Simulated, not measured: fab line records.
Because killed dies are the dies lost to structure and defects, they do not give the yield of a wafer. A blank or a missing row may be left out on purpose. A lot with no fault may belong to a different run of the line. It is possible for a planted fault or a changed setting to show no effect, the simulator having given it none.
Commonality check across tools | flow n5Finfet | Lots sampled 9, wafers sampled 27

## REASON FOR OPENING
N5_FIN_CUT_OVL_MEAS_09, reading FIN_CUT_OVL: flagged on 2 of 9 lots. Fault-free wafers read -0.4 nm, with a standard deviation of 0.65.
Rule: a lot gets a flag if all its wafers with a number sit over 4 standard deviations from that mean, or if no wafer of it has a number. As for the other lots, they are considered sound.

lot  | measured    | on         | FIN_CUT_OVL (nm), wafer by wafer | flag
L571 | day 3 03:47 | overlay-02 | -0.7 0.8 -0.8                    | 
L573 | day 3 16:44 | overlay-01 | -0.6 -1.1 -0.5                   | 
L577 | day 4 14:50 | overlay-01 | -0.9 -0.1 -0.2                   | 
L578 | day 4 20:37 | overlay-01 | -0.9 0.0 -0.7                    | 
L579 | day 5 03:08 | overlay-01 | 0.5 -0.4 0.5                     | 
L582 | day 5 21:44 | overlay-01 | -0.2 0.2 -0.6                    | 
L585 | day 6 14:50 | overlay-01 | 11.1 11.5 10.7                   | FLAGGED
L586 | day 6 20:27 | overlay-01 | 10.5 10.9 10.5                   | FLAGGED
L588 | day 7 10:10 | overlay-01 | -0.7 -0.8 -1.0                   | 
The numbers of the flagged lots are 10.9 nm on average: +11.3 nm against the usual, or +17 standard deviations.

## TOOL THAT RAN EACH LOT
2 process steps preceding the reading are held in the record, out of 1938 steps in the route. Read each cell as the tool, then ch plus the chambers that the sampled wafers visited, then the start.
lot  | flag    | N5_FIN_SAQP_STRIP_77             | N5_FIN_CUT_EXPOSE_05
L571 |         | rieDiel-01 ch 0,2,3, day 3 03:01 | euvScanner-01 ch 0, day 3 03:38
L573 |         | rieDiel-01 ch 1,2, day 3 15:50   | euvScanner-01 ch 0, day 3 16:34
L577 |         | rieDiel-01 ch 0,2,3, day 4 14:03 | euvScanner-01 ch 0, day 4 14:40
L578 |         | rieDiel-05 ch 0,1,3, day 4 19:43 | euvScanner-02 ch 0, day 4 20:28
L579 |         | rieDiel-05 ch 0,2,3, day 5 02:21 | euvScanner-02 ch 0, day 5 02:58
L582 |         | rieDiel-04 ch 0,1, day 5 20:49   | euvScanner-02 ch 0, day 5 21:34
L585 | FLAGGED | rieDiel-04 ch 0,1,2, day 6 14:04 | euvScanner-01 ch 0, day 6 14:40
L586 | FLAGGED | rieDiel-04 ch 0,2,3, day 6 19:40 | euvScanner-01 ch 0, day 6 20:17
L588 |         | rieDiel-01 ch 0,1, day 7 09:22   | euvScanner-02 ch 0, day 7 10:01
What the steps here do:
- N5_FIN_SAQP_STRIP_77: strips in N2/H2, time 90 s.
- N5_FIN_CUT_EXPOSE_05: exposes mask FIN CUT.
- N5_FIN_CUT_OVL_MEAS_09

## FLAGGED AGAINST TOTAL, ONE TOOL AT A TIME (gauges that did the reading follow at the end)
step                   | tool          | lots run | flagged | share of the flagged lots | sound lots run after its first flagged lot
N5_FIN_SAQP_STRIP_77   | rieDiel-01    | 4        | 0       | none                      | -
N5_FIN_SAQP_STRIP_77   | rieDiel-04    | 3        | 2       | all                       | 0
N5_FIN_SAQP_STRIP_77   | rieDiel-05    | 2        | 0       | none                      | -
N5_FIN_CUT_EXPOSE_05   | euvScanner-01 | 5        | 2       | all                       | 0
N5_FIN_CUT_EXPOSE_05   | euvScanner-02 | 4        | 0       | none                      | -
N5_FIN_CUT_OVL_MEAS_09 | overlay-01    | 8        | 2       | all                       | 1 (L588)
N5_FIN_CUT_OVL_MEAS_09 | overlay-02    | 1        | 0       | none                      | -

## WHAT IS ALLOWED BY THE TABLE
Rows of the table that ran every flagged lot, 3 in all: rieDiel-04 at N5_FIN_SAQP_STRIP_77, euvScanner-01 at N5_FIN_CUT_EXPOSE_05, overlay-01 at N5_FIN_CUT_OVL_MEAS_09.
- rieDiel-04 at N5_FIN_SAQP_STRIP_77: 2 of its 3 lots flagged. A fault beginning between L582 (day 5 20:49), its last sound lot, and L585 (day 6 14:04), its first flagged one, fits the data.
- euvScanner-01 at N5_FIN_CUT_EXPOSE_05: 2 of its 5 lots flagged. A fault beginning between L577 (day 4 14:40), its last sound lot, and L585 (day 6 14:40), its first flagged one, fits the data.
- overlay-01 at N5_FIN_CUT_OVL_MEAS_09: 2 of its 8 lots flagged. After the first flagged lot (L588), sound lots still ran on it; a lasting fault on the whole tool would not permit that.
These 2 tools cannot be told apart by counting lots, since each of them fits a fault that started at some hour. More lots, or a look at what each step does to the wafer, might.

## WHAT THE SIMULATOR HAD INSERTED
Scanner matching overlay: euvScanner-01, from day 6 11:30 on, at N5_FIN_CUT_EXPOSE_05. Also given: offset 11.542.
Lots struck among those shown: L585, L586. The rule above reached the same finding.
